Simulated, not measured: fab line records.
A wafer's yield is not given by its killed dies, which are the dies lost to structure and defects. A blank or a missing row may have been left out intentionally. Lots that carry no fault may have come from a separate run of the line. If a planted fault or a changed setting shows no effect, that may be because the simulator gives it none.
The tool behind it: which one?    flow n5 finfet    32 wafers from 11 lots sampled at 3 of the route's 1938 steps

## WHAT THE GAUGES SHOWED, per wafer
N5_BEOL_M11_CD_MEAS_28: the cd target is 70 nm. Usual: cd nm at 70.3 nm, with a standard deviation of 1.
lot   measured      on         cd nm (nm)      flag
L539  day 10 14:09  cd sem-01  71.9 72.5 72.7  
L540  day 11 17:48  cd sem-02  71.6 70.3 70.9  
L543  day 12 03:05  cd sem-03  70.6 70.2 68.7  
L547  day 13 02:52  cd sem-03  72.6 69.9 72.5  
L545  day 13 16:03  cd sem-03  69.5 70.4 69.1  
L550  day 13 17:43  cd sem-01  70.0 70.2 71.1  
L551  day 14 08:40  cd sem-01  68.8 69.0 68.1  
L555  day 14 15:41  cd sem-03  70.6 70.6       
L554  day 15 12:43  cd sem-01  69.7 68.9 69.8  
L556  day 15 12:52  cd sem-02  69.0 69.6 72.3  
L561  day 17 18:13  cd sem-03  69.5 69.4 69.1  

## WHAT TOOL EACH LOT RAN ON (gives the tool, then ch and the chambers of the sampled wafers, and finally the start)
lot   N5_BEOL_M11_PECVD_70             N5_BEOL_M11_STRIP_19
L539  pecvd-01 ch 1,2, day 10 11:52    rie diel-06 ch 0,1, day 10 12:55
L540  pecvd-04 ch 1,2, day 11 12:31    rie diel-02 ch 1,2,3, day 11 16:19
L543  pecvd-04 ch 0,1,2, day 11 21:08  rie diel-05 ch 1,3, day 11 23:51
L547  pecvd-01 ch 0,2, day 12 20:49    rie diel-05 ch 0,2,3, day 12 23:48
L545  pecvd-04 ch 0,1, day 13 08:37    rie diel-06 ch 1,2,3, day 13 11:05
L550  pecvd-04 ch 0,1,2, day 13 11:02  rie diel-02 ch 0,1,3, day 13 17:22
L551  pecvd-04 ch 0,1, day 14 04:49    rie diel-05 ch 0,1,3, day 14 07:35
L555  pecvd-04 ch 1,2, day 14 10:51    rie diel-06 ch 0,2, day 14 14:19
L554  pecvd-04 ch 0,2, day 15 06:28    rie diel-06 ch 0,1, day 15 10:37
L556  pecvd-04 ch 1,2, day 15 10:55    rie diel-02 ch 1,3, day 15 11:57
L561  pecvd-02 ch 1,2, day 17 14:56    rie diel-06 ch 2,3, day 17 17:17
- N5_BEOL_M11_PECVD_70: deposits SiO2 from TEOS/O2, target thk 20 nm, time 22.7 s.
- N5_BEOL_M11_STRIP_19: strips in O2.

## WHAT THE TOOLS THEMSELVES READ (means of the sampled wafers that have a number; where no wafer has one, the mark that the record gives instead)
N5_BEOL_M11_PECVD_70. Usual: heater power w 735 W, standard deviation 92; showerhead plenum p Torr 8.75 Torr, standard deviation 0.065; throttle valve pct 22.8 %, standard deviation 1.1.
lot   tool      heater power w (W)  showerhead plenum p Torr (Torr)  throttle valve pct (%)  flag
L539  pecvd-01  795                 8.79                             23.1                    
L540  pecvd-04  673                 8.75                             23.0                    
L543  pecvd-04  666                 8.70                             22.9                    
L547  pecvd-01  812                 8.78                             21.8                    
L545  pecvd-04  711                 8.65                             22.6                    
L550  pecvd-04  677                 8.70                             22.9                    
L551  pecvd-04  726                 8.66                             22.7                    
L555  pecvd-04  664                 8.73                             23.1                    
L554  pecvd-04  726                 8.68                             22.7                    
L556  pecvd-04  693                 8.72                             22.8                    
L561  pecvd-02  767                 8.73                             22.0                    

N5_BEOL_M11_STRIP_19. Usual: drypump motor current A 6.0 A, standard deviation 0.48; oes product au 0.77 a.u., standard deviation 0.097; rf vpp V 3.6 V, standard deviation 0.61; showerhead plenum p Torr 2.09 Torr, standard deviation 0.076; throttle valve pct 16.71 %, standard deviation 0.26.
lot   tool         drypump motor current A (A)  oes product au (a.u.)  rf vpp V (V)  showerhead plenum p Torr (Torr)  throttle valve pct (%)  flag
L539  rie diel-06  6.2                          0.85                   3.6           2.10                             16.45                   
L540  rie diel-02  6.1                          0.71                   3.4           2.08                             16.83                   
L543  rie diel-05  5.3                          0.70                   3.6           2.04                             16.83                   
L547  rie diel-05  5.9                          0.84                   4.1           2.09                             16.45                   
L545  rie diel-06  6.0                          0.71                   3.7           2.06                             16.80                   
L550  rie diel-02  6.2                          0.71                   4.1           2.09                             16.90                   
L551  rie diel-05  5.7                          0.74                   3.9           2.06                             16.67                   
L555  rie diel-06  6.6                          0.92                   3.0           2.19                             16.54                   
L554  rie diel-06  6.0                          0.77                   3.7           2.05                             16.52                   
L556  rie diel-02  6.2                          0.72                   3.4           2.06                             16.90                   
L561  rie diel-06  6.0                          0.76                   3.3           2.19                             16.86                   

## THE ANSWER, worked out from the rows above alone
Rule: a lot is off if the mean of its wafers that have a number lies more than 3 standard deviations from the usual mean. A lot without any number at a reading at which 4 lots or more have one is off too. The other lots that the step has rows for count as sound. After the gauges, taken in route order, come the tools' own readings; for these a lot's mean is taken, as printed above. The first step at which some lot is off is used, and at that step the reading that is off furthest; a lot without a number counts as furthest.
No lot is off at any reading shown: from this, nothing can be told.

## WHAT THE SIMULATOR PUT IN
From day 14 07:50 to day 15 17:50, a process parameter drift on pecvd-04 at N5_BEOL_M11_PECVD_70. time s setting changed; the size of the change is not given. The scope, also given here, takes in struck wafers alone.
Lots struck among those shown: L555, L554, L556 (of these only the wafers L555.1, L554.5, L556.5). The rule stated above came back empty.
